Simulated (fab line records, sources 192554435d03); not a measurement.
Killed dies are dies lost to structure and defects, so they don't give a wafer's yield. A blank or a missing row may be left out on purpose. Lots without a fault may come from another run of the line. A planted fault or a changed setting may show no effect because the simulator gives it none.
fab line records | flow n5_finfet
record lots=4 wafers=12 last_day=17
route steps=1938 shown BEOL_M4@1099 BEOL_M5@1112 BEOL_M11@1592 PASSIVATION@1936
lots that met no fault: from a run of the same line without faults
start_h: hours from the record's first day to the start of the lot's first wafer shown | wait_h: hours since the lot's step before | " the same as in the row above | L1.1+2: a row that stands for several wafers | - no value, or no start given | * or withheld: withheld | < > ~ a bound
route shown NAME@n: a module of which the file shows steps, and the number in the route of the first | usual: mean/standard deviation of fault-free wafers | same: alike in all rows | chamber/n: place in a boat | sites: the reading at each site | _std_site: their standard deviation | _edge_site: outer sites' mean less inner sites' | radius_mm: how far each site lies from the wafer's centre | mask NAME#n: copy n | behind: the tool/chamber that last shaped the wafer | hold: why the lot was held/for how many hours/how that ended | device: the transistor (n, p or np) that didn't switch | end of line: the same wafers' tests at the end of the route | a step without rows: its recipe alone | killed: dies lost to structure and defects at the first sort, not the wafer's yield | map: a wafer's dies, x killed, . not, _ none there
set.NAME: the setting as run; set.NAME@STEP: as run at that earlier step | model.NAME: the simulator's own value behind a step, which no gauge read
lots at some steps of the route; a table a step, a row a wafer
services: from which hour (start_h, from the record's first day; less than 0 if before it) a tool's chamber was out of use, for how many hours, and why
## steps
# step N5_BEOL_M4_ANNEAL_95
# recipe temp_c=400 time_s=240 ambient=vacuum
# step N5_BEOL_M4_SPUTTER_96
# recipe material=Cu target_thk_a=45 temp_c=-20 chamber_pressure_pa=0.07 power_w=withheld time_s=8.29
# step N5_BEOL_M4_ECD_50
# recipe material=Cu target_thk_a=3000
# step N5_BEOL_M4_ANNEAL_51
# recipe temp_c=225 time_s=90 ambient=N2
# step N5_BEOL_M4_CMP_52
# recipe stop_on=SiOC t_overpolish_s=6.8 down_force_psi=1 platen_rpm=50 clearing_platen_down_force_psi=1.5 clearing_platen_rpm=50 post_cmp_clean=cu_alkaline target_thk_nm=40 clearing_platen_pad_velocity_m_s=0.99484 pad_velocity_m_s=0.99484
# step N5_BEOL_M4_PRE_CLEAN_60
# recipe gas=NH3/H2 time_s=15 temp_c=* rf_power_w=300
# step N5_BEOL_M4_CO_CAP_55
# recipe material=Co target_thk_a=20 temp_c=200 precursor=CCTBA/H2 pressure_torr=30 time_s=102.1
# step N5_BEOL_M4_PRE_CLEAN_56
# recipe gas=NH3 time_s=15 temp_c=withheld rf_power_w=300
# step N5_BEOL_M4_DEP_57
# recipe material=SiCN target_thk_a=80 temp_c=withheld precursor=3MS/NH3 pressure_torr=3 rf_w=202 time_s=14
# step N5_BEOL_M4_RC_MEAS_101
# usual DIBL_N=36.5/1.8 DIBL_P=36.5/2.1 IOFF_N=0.17/0.031 IOFF_P=0.22/0.036 ION_N=677/11 ION_P=463/8 SS_N=71.6/0.61 SS_P=73.3/0.63 VT_N=249/3.1 VT_P=-250/3.3
# columns lot.wafer tool chamber start_h wait_h DIBL_N[mV/V] DIBL_P[mV/V] IOFF_N[nA/um] IOFF_P[nA/um] ION_N[uA/um] ION_P[uA/um] SS_N[mV/dec] SS_P[mV/dec] VT_N[mV] VT_P[mV]
L160.1 prober-01 0 264.95 0.0 37.3 38.1 0.18 0.22 677 459 71.7 73.4 247 -250
L160.2 " 0 " " 35.7 36.1 0.14 0.18 670 457 72.3 73.2 253 -253
L160.5 " 0 " " 37.8 38.8 0.19 0.23 675 458 71.7 73.5 246 -251
L161.1 prober-01 0 271.46 0.0 39.1 40.1 0.22 0.27 694 472 72.0 74.2 244 -249
L161.3 " 0 " " 36.1 36.4 0.15 0.20 671 461 71.2 72.8 250 -251
L161.5 " 0 " " 37.0 36.9 0.16 0.21 677 463 71.9 72.8 251 -249
L163.1 prober-02 0 277.34 0.0 40.0 39.8 0.21 0.25 674 458 72.4 74.4 246 -246
L163.3 " 0 " " 36.5 34.6 0.13 0.19 649 454 71.9 72.9 254 -251
L163.5 " 0 " " 38.7 38.6 0.17 0.23 680 468 72.4 73.4 249 -248
L167.4 prober-02 0 313.24 0.5 37.9 38.7 0.20 0.28 678 472 71.8 73.9 244 -245
L167.5 " 0 " " 37.9 38.7 0.21 0.28 685 470 71.8 73.9 245 -244
L167.6 " 0 " " 39.4 40.0 0.22 0.30 688 477 72.4 74.3 244 -244
# step N5_BEOL_M5_ILD_DEP_00
# recipe material=SiCOH_lowk target_thk_a=1406.4 temp_c=300 precursor=DEMS/porogen pressure_torr=5 rf_w=500 time_s=25.9
# step N5_BEOL_M5_CURE_79
# recipe temp_c=385 time_s=240 ambient=He/Ar material=SiCOH_lowk
# step N5_BEOL_M5_PECVD_70
# recipe material=SiO2 target_thk_a=160 temp_c=400 precursor=TEOS/O2 pressure_torr=5.5 rf_w=450 teos_flow_sccm=53.8 gas=O2 flow_sccm=3000 time_s=18
# step N5_BEOL_M5_HM_DEP_02
# recipe material=TiN target_thk_a=200 temp_c=25 chamber_pressure_pa=0.49996
# step N5_BEOL_M5_COAT_59
# recipe resist=SOC temp_c=250 time_s=60 spin_rpm=1500 resist_thk_nm=60
# step N5_BEOL_M5_COAT_60
# recipe resist=SiARC temp_c=220 time_s=60 spin_rpm=1500 resist_thk_nm=12
# step N5_BEOL_M5_COAT_71
# recipe resist=underlayer temp_c=205 time_s=60 spin_rpm=1500 resist_thk_nm=5
# step N5_BEOL_M5_COAT_05
# recipe resist=CAR-EUV spin_rpm=1500 resist_thk_nm=30
# step N5_BEOL_M5_EBR_07
# recipe solvent=PGMEA ebr_width_mm=1.5
# step N5_BEOL_M5_SOFTBAKE_06
# recipe temp_c=110 time_s=60 resist=CAR-EUV
# step N5_BEOL_M5_EXPOSE_08
# recipe mask_id=M5 na=0.33 source_shape=annular sigma_inner=0.4 sigma_outer=0.8 polarization=unpolarized target_cd_nm=28 dose_mj=35.75
# step N5_BEOL_M5_PEB_09
# recipe peb_temp_c=100 peb_time_s=60 resist=CAR-EUV
# step N5_BEOL_M5_DEVELOP_10
# recipe develop_time_s=30 developer=TMAH resist=CAR-EUV rinse_liquid=surfactant_rinse dry=air_spin dev_temp_c=23
# step N5_BEOL_M5_DESCUM_16
# recipe chemistry=O2 time_s=7 source_power_w=50 bias_power_w=20 pressure_mtorr=20 rf_frequency_hz=2.712e+07 temp_c=40 resist=CAR-EUV o2_flow_sccm=225
# step N5_BEOL_M5_ETCH_72
# recipe chemistry=N2/H2 target=underlayer target_depth_a=65 mask_material=CAR-EUV time_s=5.2 ion_energy_ev=200 pressure_mtorr=30 source_w=840 bias_w=150 n2_flow_sccm=200 h2_flow_sccm=200 ends=cleared
# step N5_BEOL_M5_ETCH_61
# recipe chemistry=CF4 target=SiARC target_depth_a=156 mask_material=CAR-EUV time_s=26 ion_energy_ev=80 pressure_mtorr=40 source_w=545 bias_w=36 Ar_flow_sccm=100 cf4_flow_sccm=100 ends=cleared
# step N5_BEOL_M5_ETCH_62
# recipe chemistry=N2/H2 target=SOC target_depth_a=750 overetch_a=150 mask_material=SiARC temp_c=40 time_s=112.5 ion_energy_ev=200 pressure_mtorr=30 source_w=840 bias_w=150 n2_flow_sccm=200 h2_flow_sccm=200
# step N5_BEOL_M5_STRIP_63
# recipe chemistry=N2/H2 temp_c=40 n2_flow_sccm=200 h2_flow_sccm=200 rf_frequency_hz=6e+07
# step N5_BEOL_M5_STRIP_73
# recipe chemistry=N2/H2 temp_c=40 n2_flow_sccm=200 h2_flow_sccm=200 rf_frequency_hz=6e+07
# step N5_BEOL_M5_STRIP_64
# recipe chemistry=CF4 resist=SiARC power_w=300 bias_power_w=75 pressure_mtorr=50 cf4_flow_sccm=150 rf_frequency_hz=6e+07
# step N5_BEOL_M5_HM_OPEN_17
# recipe chemistry=Cl2/BCl3 target_depth_a=200 overetch_a=60 target=TiN mask_material=SOC ion_energy_ev=150 pressure_mtorr=10 icp_w=1000 bias_w=126 Cl2_flow_sccm=53.25 bcl3_flow_sccm=21.75 Ar_flow_sccm=25
# step N5_BEOL_M5_STRIP_19
# recipe chemistry=O2 power_w=400 temp_c=40 pressure_mtorr=30 rf_frequency_hz=6e+07 bias_power_w=0 overash_fraction=0.2 o2_flow_sccm=225
# step N5_BEOL_M5_COAT_65
# recipe resist=SOC temp_c=250 time_s=60 spin_rpm=1500 resist_thk_nm=60
# step N5_BEOL_M5_COAT_66
# recipe resist=SiARC temp_c=220 time_s=60 spin_rpm=1500 resist_thk_nm=12
# step N5_BEOL_M11_CVD_75
# recipe material=Co target_thk_a=20 temp_c=withheld precursor=CCTBA/H2 pressure_torr=30 time_s=138.9
# usual chamber_pressure_Torr=30.01/0.07 run_length_s=161.7/0.48 time_s=138.9/0
# columns lot.wafer tool chamber start_h wait_h chamber_pressure_Torr run_length_s time_s
L160.1 cvd_co-02 0 331.06 0.3 - - -
L160.2 " 1 " " - - -
L160.5 " 0 " " - - -
L161.1 cvd_co-01 0 341.73 0.3 - - -
L161.3 " 2 " " - - -
L161.5 " 0 " " - - -
L163.1 cvd_co-02 2 350.23 0.1 30.01 162.0 138.9
L163.3 " 1 " " 29.83 161.9 138.9
L163.5 " 1 " " 29.95 161.7 138.9
L167.4 cvd_co-02 1 371.99 0.2 30.02 161.4 138.9
L167.5 " 1 " " 30.19 161.4 138.9
L167.6 " 2 " " 30.11 162.2 138.9
# step N5_BEOL_M11_CMP_52
# recipe stop_on=SiCOH_lowk t_overpolish_s=7 down_force_psi=1 platen_rpm=50 clearing_platen_down_force_psi=1.5 clearing_platen_rpm=50 post_cmp_clean=cu_alkaline target_thk_nm=140 clearing_platen_pad_velocity_m_s=0.99484 pad_velocity_m_s=0.99484
# usual barrier_field_endpoint_s=29.2/0.8 clearing_platen_rpm=50.002/0.025 motor_current_A=5.8/0.53
# columns lot.wafer tool chamber start_h wait_h barrier_field_endpoint_s clearing_platen_rpm motor_current_A
L160.1 cmp-03 3 331.98 0.3 27.2 50.026 5.9
L160.2 " 0 " " 26.7 50.023 5.8
L160.5 " 2 " " 26.4 50.003 6.1
L161.1 cmp-03 3 342.64 0.5 26.8 50.006 6.1
L161.3 " 0 " " 26.5 50.003 5.8
L161.5 " 2 " " 26.3 49.945 6.0
L163.3 cmp-04 3 350.96 0.2 30.5 50.003 6.3
L163.1 " 2 " " 28.3 49.989 4.9
L163.5 " 3 " " 29.6 50.011 6.2
L167.4 cmp-02 2 372.76 0.1 29.1 50.017 6.2
L167.5 " 2 " " 30.3 49.991 6.0
L167.6 " 3 " " 29.7 49.990 5.8
# step N5_PASSIVATION_PROBE_49
# usual defect_limited_yield=91.4/1.5 killed_at_M0_to_M3=35/11 killed_at_M4_up=16/7 killed_at_contacts=11/5.3 killed_at_front_end=37/11 killed_at_other=3.1/2.8 killed_dies=102/18 killed_on_rim=13/3.7 killed_open=69/15 killed_short=31/7.8 sort_bin_5_function=5.1/1.1 sort_bin_6_memory=3.2/0.69 sort_n_pass=1078/18 sort_yield_pct=91.4/1.5
# same gross_dies=1180 killed_at_back_side=0 sort_bin_4_leakage[%]=0 sort_bin_8_speed[%]=0
# columns lot.wafer tool chamber start_h wait_h defect_limited_yield[%] killed_at_M0_to_M3 killed_at_M4_up killed_at_contacts killed_at_front_end killed_at_other killed_dies killed_on_rim killed_open killed_short sort_bin_5_function[%] sort_bin_6_memory[%] sort_n_pass sort_yield_pct[%]
L160.1 prober-01 - 373.63 0.0 24.6 22 804 14 42 8 890 129 72 31 62.0 13.0 290 24.6
L160.2 prober-01 - 373.68 0.1 24.0 44 795 14 42 2 897 84 68 42 61.4 14.2 283 24.0
L160.5 prober-01 - 373.83 0.2 24.2 31 815 12 33 4 895 120 60 26 61.9 13.9 285 24.2
L161.1 prober-02 - 380.65 0.0 25.3 29 814 0 32 6 881 147 52 22 62.0 11.9 299 25.3
L161.3 prober-02 - 380.75 0.1 24.6 31 807 3 38 11 890 146 60 33 62.7 12.1 290 24.6
L161.5 prober-02 - 380.85 0.2 26.3 30 815 6 16 3 870 149 42 22 63.1 10.3 310 26.3
L163.1 prober-01 - 390.78 0.0 92.7 29 19 4 34 0 86 17 57 29 4.2 3.0 1094 92.7
L163.3 prober-01 - 390.88 0.1 93.4 39 11 1 25 2 78 7 50 27 4.3 1.9 1102 93.4
L163.5 prober-01 - 390.98 0.2 92.5 41 2 7 34 5 89 10 58 28 3.8 3.3 1091 92.5
L167.4 prober-02 - 407.68 0.4 91.7 35 11 4 46 2 98 14 64 29 5.1 2.6 1082 91.7
L167.5 prober-02 - 407.73 0.4 91.4 38 15 7 39 3 102 15 72 30 5.1 3.1 1078 91.4
L167.6 prober-02 - 407.78 0.5 89.3 34 14 18 59 1 126 14 89 32 5.5 4.6 1054 89.3
# killed by level:class
L160.1 BEOL_M11:area_cvd=458 BEOL_M11:interface_void_opened=329 FIN_SAQP:geometric_particle:open=13 MOL_CONTACT_COAG:geometric_particle:open=12 BEOL_M4:geometric_particle:open=8 BEOL_M2:geometric_particle:open=7 FIN_SAQP:geometric_particle:short=6 GATE_CUT:geometric_particle:short=5
L160.2 BEOL_M11:area_cvd=443 BEOL_M11:interface_void_opened=340 FIN_SAQP:geometric_particle:open=14 MOL_CONTACT_COAG:geometric_particle:open=10 BEOL_M2:geometric_particle:open=9 FIN_SAQP:geometric_particle:short=8 BEOL_M0_SAQP:geometric_particle:short=8 BEOL_M0_SAQP:geometric_particle:open=7
L160.5 BEOL_M11:area_cvd=430 BEOL_M11:interface_void_opened=379 MOL_CONTACT_COAG:geometric_particle:open=9 BEOL_M3:geometric_particle:open=8 STI_FIN_REVEAL:geometric_particle:open=7 BEOL_M1:geometric_particle:open=6 FIN_SAQP:geometric_particle:short=5 GATE_CUT:geometric_particle:short=5
L161.1 BEOL_M11:area_cvd=445 BEOL_M11:interface_void_opened=355 STI_FIN_REVEAL:geometric_particle:open=11 BEOL_M0:geometric_particle:open=6 BEOL_M3:geometric_particle:open=6 HKMG_FIN:area_etch=6 BEOL_M4:geometric_particle:open=5 BEOL_M2:geometric_particle:open=4
L161.3 BEOL_M11:area_cvd=458 BEOL_M11:interface_void_opened=338 BEOL_M3:geometric_particle:open=13 FIN_SAQP:geometric_particle:short=11 FIN_SAQP:geometric_particle:open=8 STI_FIN_REVEAL:geometric_particle:open=5 BEOL_M2:geometric_particle:open=5 MIM_TOP:geometric_particle:short=4
L161.5 BEOL_M11:area_cvd=486 BEOL_M11:interface_void_opened=320 BEOL_M2:geometric_particle:open=9 BEOL_M2:geometric_particle:short=8 BEOL_M3:geometric_particle:open=8 BEOL_M4:geometric_particle:open=7 MOL_CONTACT_COAG:geometric_particle:open=4 FIN_SAQP:geometric_particle:open=3
L163.1 STI_FIN_REVEAL:geometric_particle:open=13 BEOL_M2:geometric_particle:open=10 FIN_SAQP:geometric_particle:short=8 BEOL_M3:geometric_particle:open=7 BEOL_M4:geometric_particle:open=7 BEOL_M0_SAQP:geometric_particle:short=5 BEOL_M0_SAQP:geometric_particle:open=3 BEOL_M4:geometric_particle:short=3
L163.3 BEOL_M0_SAQP:geometric_particle:short=15 STI_FIN_REVEAL:geometric_particle:open=10 BEOL_M0_SAQP:geometric_particle:open=8 BEOL_M2:geometric_particle:open=6 BEOL_M3:geometric_particle:open=5 FIN_SAQP:geometric_particle:short=3 BEOL_M4:geometric_particle:open=3 BEOL_M7:geometric_particle:open=3
L163.5 BEOL_M2:geometric_particle:open=9 BEOL_M0_SAQP:geometric_particle:short=8 STI_FIN_REVEAL:geometric_particle:open=7 BEOL_M3:geometric_particle:open=7 FIN_SAQP:geometric_particle:open=6 MOL_CONTACT_COAG:geometric_particle:open=6 BEOL_M0_SAQP:geometric_particle:open=6 DUMMY_GATE:geometric_particle:open=4
L167.4 STI_FIN_REVEAL:geometric_particle:open=14 BEOL_M2:geometric_particle:open=11 BEOL_M0_SAQP:geometric_particle:short=6 BEOL_M1:geometric_particle:open=6 FIN_SAQP:geometric_particle:open=5 BEOL_M4:geometric_particle:open=5 HKMG_FIN:area_etch=5 FIN_SAQP:geometric_particle:short=4
L167.5 STI_FIN_REVEAL:geometric_particle:open=12 FIN_SAQP:geometric_particle:open=10 BEOL_M2:geometric_particle:open=10 BEOL_M1:geometric_particle:open=9 BEOL_M4:geometric_particle:open=7 FIN_SAQP:geometric_particle:short=6 BEOL_M0_SAQP:geometric_particle:short=6 MOL_CONTACT_COAG:geometric_particle:open=5
L167.6 STI_FIN_REVEAL:geometric_particle:open=19 MOL_CONTACT_COAG:geometric_particle:open=16 FIN_SAQP:geometric_particle:open=9 BEOL_M0_SAQP:geometric_particle:open=9 BEOL_M2:geometric_particle:open=8 BEOL_M1:geometric_particle:open=7 ILD0:geometric_particle:open=5 BEOL_M0_SAQP:geometric_particle:short=5
# map L160.2 (x killed, . not)
_________________x.x..xxxxxxx________________
______________.xx.x.x..xxxx..xxx_____________
___________.....x.x.x....xxxx...xxx__________
__________..xx.xx.x.xxx.xxxx.x.xxx.x_________
________...x..x.xx.x.xxx.x...xx.xxxxxx_______
_______xx.x.xx.xxx.xxxxxxx..x.x.xxxx..x______
______.xxx.xxx.xxxxxxx.xxxxxxxxx.xx..x.x_____
_____.x.xxxxxx.xxxxx.xxxxxx.xxxxxxx.xxx..____
____....xxx..xx.xxxxxxxxxxxx.xx.....x.xxxx___
___x.xxxxxxxxxxxxxxxxx.xxxxxxxx..x..xx.xxx.__
___xxx.xxxxxx.xxxxxxxxxxxxxx.xxx.xxxxx.xx.x__
__xxxxxxxxxxxxxxxxxxxxxxxxxxxx..x...x.xx.xxx_
__.xxxxxx.xxxxxxxxxxxxxxxxxxxx.x..xx.xxxx..._
_..xxxxxxxxxxxxxxxxxxxxxxxxxxxxxxx.x...x.xx.x
_xx.xx.xxxxxxxxxxxxxxxxxxxxxxxxxxxxxxx.x.x.x.
_xxxx.xxxxxxxxxxxxxxxx.xxxxxxxxxxxxx.xx...x.x
_x.xxxx.xx.x.xxxxxxxxxxxxxxxxxxxxxxxx.xxx.x..
_....xxxxxxxxxxxxxxxxxxxxxxxxxxx..xx.x.x..xxx
_xx.xxxxxxxxxxxxxxxxxxxxxxxx.xxxxxxxxxxx.xxx.
_.x.xxxxxxxx.xxxxxxxxxxxxxxxxxxx.xxxxx.x..xxx
_.x.xxx..xxxxxxxxxxxxxxxxxxxxx.xxxxxx.xx...xx
__x.x.xx.xxxxxxx.xxxxxxxxxxxxxxxxxxxxx.xxx.x_
__xxx.xxxxxxxxxxxxxxxxxxxxxxxx..xxxx.xx.xx.x_
___x.x.xxxx.xx.x.xxxxxxxxx.xxxxxx..x.xx..x.__
___x..xxxxxxxxxxxxxxxxxxxx.xxxxxxxx.xxx.x.x__
____xxxxxxxxxxxxxxxxxxxxxxx.xxx.x.xxxx...x___
_____.x.xxxxxxxxxxxxxxxxx.xxxxxxx..x....x____
______x.x.xxxxxxx.xxxxxxxxx.x.xxxxx.xxxx_____
_______...x.xxxxxxx.xxx.xxxx.xxxx..xxx.______
________.x.x.xx.xxxxxx.xxxx.x.x.x.x.xx_______
__________....x...xx..x.x.x.xxx...xx_________
___________.xxxxx.x.x.xxxx.xx.x.xx.__________
______________.x..xx.x.x.xxx..x._____________
_________________x.xxx.x.xx..________________
# map L161.3 (x killed, . not)
_________________xxxxxxxxx.xx________________
______________xxx.x..xxxxxxxxxxx_____________
___________xxxxxxxxxxx..xxxxxx..xxx__________
__________xxxxxxx.x.x.xxx.xxxxxxx.xx_________
________xxxxxxx.xxxx.xxx.xxx...x.xxxxx_______
_______xxxxxxxxxxxxxxxxx.xx.xxx.xxxx.xx______
______xxxxxx.x.xxxxxx..x..xx..x..xx.xxxx_____
_____.xxxxxxx.x.xxx....xx.xxxxx.xxxxx.xxx____
____xxxxxxxxx.xx.x..x..x.x.xx.xxxx.xxxxxxx___
___xxxxxxxxxx...x...xxxxxx.xxxx.xx.x.xxxxxx__
___xxx.xxxx.x.x.xxxx.xxxx.xxx..x.xx.xxxxxxx__
__xxxxxx.x.xxxx.x..x..........xx..xxx.xxxxxx_
__xxx.xx..xxxxxxx.xx.x....x.xxx.x.xxx.xxxxxx_
_xxxxxxx.xx.xxxx..xxxx..xx.x..xx.xx..xxxx.xxx
_x.xx.x.xxx.x...xx..xx..x..xxx...xxxx.xx.xxxx
_xxxxxx...xx.xxx..x.xx.xx.xx.x...x..xxxx.xxx.
_xxxxx.x.xx.xx.x.xxx....x...xxxx.....x.xxxxxx
_xxxxxxxxx.xxx......x..x.x..x.xx..x..xxxxxxxx
_xxxxxx.xxxxxxxxxxx.x.xx.xx.x.xxxx.xx.xx.x.xx
_xxxxxxxx.x.xxx.x...xx.x.x.x..xx.x.xxxx.x.xxx
_xxxxx.xxxxx..x...x.x.xx.x...xx.x.xxxxx.xxx.x
__xxxxxxxx..xxxxx.....xx.......xxxxx.xxxxxxx_
__xxxxxxxxxx.x.xxxxx...x.x.x.xxxx.xxxx.xxxxx_
___xxxxxxxxxxxxxxxx...xx.x.xxxx.xxxxxxxxxxx__
___xxxxxxxxxxxxxxxxxxx.xxxxx...xxxxxxxxxxxx__
____xxxxxxxxxxxx.x.xx.xx.x.x.x.x.xxxx.xxxx___
_____xxxxxxxxxxxxx..xxx.xx.xxxxx.x..xxxxx____
______xxxxxxxxxxxxxxxxx.xx.xxxx.xxxxxxxx_____
_______xxxxxxxxxxxxxx.xxxxxxxxxxxx.xxxx______
________xxx.xxxxxxxxxxxxxxxxxxxxxxxxxx_______
__________xxxxxxxxxxxxxxxxxx.xxxxxxx_________
___________xxxxxxxxxxxxxxx.xxxxxxxx__________
______________xxxx.xxxxxxxxxxxxx_____________
_________________xxxxxxxxxxxx________________
## services
# columns tool chamber start_h hours kind
cmp-03 - 316.37 1.2 repair
cmp-04 - 323.87 5.7 repair
cvd_co-01 - 329.87 1.7 repair
cvd_co-01 1 333.33 - clean
cvd_co-01 1 333.33 22.0 scheduled_down
cvd_co-01 1 333.33 22.0 vent_cycle
cmp-03 - 333.87 1.7 repair
cmp-02 - 336.83 7.2 pm
cvd_co-01 0 344.80 17.4 repair
cmp-03 - 346.48 0.3 repair
cmp-03 - 364.83 0.5 repair
cvd_co-02 0 367.36 12.7 repair
cvd_co-01 0 370.97 7.9 repair
## key
first_sign step=N5_BEOL_M11_CVD_75 reading=tool_record direction=missing
effect step=N5_BEOL_M11_CMP_52 reading=barrier_field_endpoint_s direction=down sigmas=3.2 usual=29.2 struck=26.6
effect step=N5_PASSIVATION_PROBE_49 reading=killed_at_M4_up direction=up sigmas=99+ usual=16 struck=808
more_kills_born_at N5_BEOL_M11_CVD_75@cvd_co-01=1389 N5_BEOL_M11_CVD_75@cvd_co-02=1331
met_at N5_BEOL_M11_CVD_75
struck_wafers L160.1,L160.2,L160.5,L161.1,L161.3,L161.5
later_rows_left_out L160.1,L160.2,L160.5,L161.1,L161.3,L161.5
fault kind=skipped_step_whole tool=cvd_co-01,cvd_co-02 chamber=- onset_h=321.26 steps=N5_BEOL_M11_CVD_75 scope=struck_lots_only
# later_rows_left_out: the simulator's readings of these wafers behind a module that went badly wrong aren't trusted and aren't shown, but for the sort
